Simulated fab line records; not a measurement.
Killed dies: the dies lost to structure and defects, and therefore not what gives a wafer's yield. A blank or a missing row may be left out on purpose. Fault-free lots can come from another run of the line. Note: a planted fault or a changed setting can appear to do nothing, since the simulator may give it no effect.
Chamber matching / flow nandHarc / NHARC_A_SGD_CUT_DESCUM_14 on rieDiel-04 has 4 sister chambers
The step chemistry O2, time 3 s. 18 wafers are shown with their chamber, then 9 later ones without.

== WAFERS PAIRED WITH THEIR CHAMBERS ==
wafer=L078.3; chamber=2; showerheadPlenumPTorr (Torr)=1.95; drypumpMotorCurrentA (A)=5.4; oesProductAu (a.u.)=1.015
wafer=L078.5; chamber=1; showerheadPlenumPTorr (Torr)=1.95; drypumpMotorCurrentA (A)=5.7; oesProductAu (a.u.)=0.978
wafer=L078.6; chamber=2; showerheadPlenumPTorr (Torr)=1.95; drypumpMotorCurrentA (A)=5.4; oesProductAu (a.u.)=1.013
wafer=L081.1; chamber=1; showerheadPlenumPTorr (Torr)=1.94; drypumpMotorCurrentA (A)=5.7; oesProductAu (a.u.)=0.979
wafer=L081.4; chamber=2; showerheadPlenumPTorr (Torr)=1.95; drypumpMotorCurrentA (A)=5.4; oesProductAu (a.u.)=1.014
wafer=L081.5; chamber=2; showerheadPlenumPTorr (Torr)=1.95; drypumpMotorCurrentA (A)=5.4; oesProductAu (a.u.)=0.997
wafer=L081.2; chamber=3; showerheadPlenumPTorr (Torr)=1.94; drypumpMotorCurrentA (A)=5.8; oesProductAu (a.u.)=1.009
wafer=L081.3; chamber=0; showerheadPlenumPTorr (Torr)=2.05; drypumpMotorCurrentA (A)=6.2; oesProductAu (a.u.)=0.996
wafer=L081.6; chamber=1; showerheadPlenumPTorr (Torr)=1.94; drypumpMotorCurrentA (A)=5.7; oesProductAu (a.u.)=0.995
wafer=L085.1; chamber=1; showerheadPlenumPTorr (Torr)=1.94; drypumpMotorCurrentA (A)=5.7; oesProductAu (a.u.)=0.990
wafer=L085.2; chamber=3; showerheadPlenumPTorr (Torr)=1.94; drypumpMotorCurrentA (A)=5.9; oesProductAu (a.u.)=1.004
wafer=L085.3; chamber=2; showerheadPlenumPTorr (Torr)=1.95; drypumpMotorCurrentA (A)=5.4; oesProductAu (a.u.)=1.002
wafer=L087.1; chamber=1; showerheadPlenumPTorr (Torr)=1.94; drypumpMotorCurrentA (A)=5.7; oesProductAu (a.u.)=0.989
wafer=L087.4; chamber=2; showerheadPlenumPTorr (Torr)=1.95; drypumpMotorCurrentA (A)=5.4; oesProductAu (a.u.)=0.994
wafer=L087.6; chamber=3; showerheadPlenumPTorr (Torr)=1.94; drypumpMotorCurrentA (A)=5.8; oesProductAu (a.u.)=1.001
wafer=L092.1; chamber=0; showerheadPlenumPTorr (Torr)=2.05; drypumpMotorCurrentA (A)=6.2; oesProductAu (a.u.)=0.998
wafer=L092.2; chamber=3; showerheadPlenumPTorr (Torr)=1.94; drypumpMotorCurrentA (A)=5.8; oesProductAu (a.u.)=0.986
wafer=L092.4; chamber=1; showerheadPlenumPTorr (Torr)=1.94; drypumpMotorCurrentA (A)=5.7; oesProductAu (a.u.)=0.986

SIGNATURES, as means of the wafers listed above
reading=showerheadPlenumPTorr; chamber 0=2.0500; chamber 1=1.9417; chamber 2=1.9500; chamber 3=1.9400; scatter within a chamber=0.00244
reading=drypumpMotorCurrentA; chamber 0=6.200; chamber 1=5.700; chamber 2=5.400; chamber 3=5.825; scatter within a chamber=0.0231
reading=oesProductAu; chamber 0=0.99700; chamber 1=0.98617; chamber 2=1.00583; chamber 3=1.00000; scatter within a chamber=0.00824
Rule: for a wafer and a chamber, the distance is found by dividing, reading by reading, the gap between the wafer's reading and the chamber's mean by the reading's scatter, squaring, summing and taking the root. The wafer belongs to the nearest chamber; if the next one is less than 2 further off, it can't be placed. The scatter: take each reading less its chamber's mean, square it, sum over the shown wafers, divide by the number of wafers less the number of chambers, and take the root.

== WAFERS WHOSE CHAMBER IS MISSING ==
wafer=L092.3; showerheadPlenumPTorr (Torr)=1.94; drypumpMotorCurrentA (A)=5.4; oesProductAu (a.u.)=1.013
wafer=L092.5; showerheadPlenumPTorr (Torr)=1.94; drypumpMotorCurrentA (A)=5.4; oesProductAu (a.u.)=1.001
wafer=L092.6; showerheadPlenumPTorr (Torr)=1.94; drypumpMotorCurrentA (A)=5.7; oesProductAu (a.u.)=0.989
wafer=L093.2; showerheadPlenumPTorr (Torr)=2.05; drypumpMotorCurrentA (A)=6.2; oesProductAu (a.u.)=0.997
wafer=L093.4; showerheadPlenumPTorr (Torr)=1.94; drypumpMotorCurrentA (A)=5.4; oesProductAu (a.u.)=1.009
wafer=L093.5; showerheadPlenumPTorr (Torr)=1.94; drypumpMotorCurrentA (A)=5.8; oesProductAu (a.u.)=1.008
wafer=L096.3; showerheadPlenumPTorr (Torr)=1.94; drypumpMotorCurrentA (A)=5.4; oesProductAu (a.u.)=0.999
wafer=L096.5; showerheadPlenumPTorr (Torr)=1.94; drypumpMotorCurrentA (A)=5.4; oesProductAu (a.u.)=1.014
wafer=L096.6; showerheadPlenumPTorr (Torr)=1.94; drypumpMotorCurrentA (A)=5.7; oesProductAu (a.u.)=1.001

== CHAMBER TAKEN BY EACH ==
wafer=L092.3; from the rows above=2; in truth=2
wafer=L092.5; from the rows above=2; in truth=2
wafer=L092.6; from the rows above=1; in truth=1
wafer=L093.2; from the rows above=0; in truth=0
wafer=L093.4; from the rows above=2; in truth=2
wafer=L093.5; from the rows above=3; in truth=3
wafer=L096.3; from the rows above=2; in truth=2
wafer=L096.5; from the rows above=2; in truth=2
wafer=L096.6; from the rows above=1; in truth=1
Placed correctly: 9 of 9. Can't be placed from these rows: 0. 0 placed wrongly.
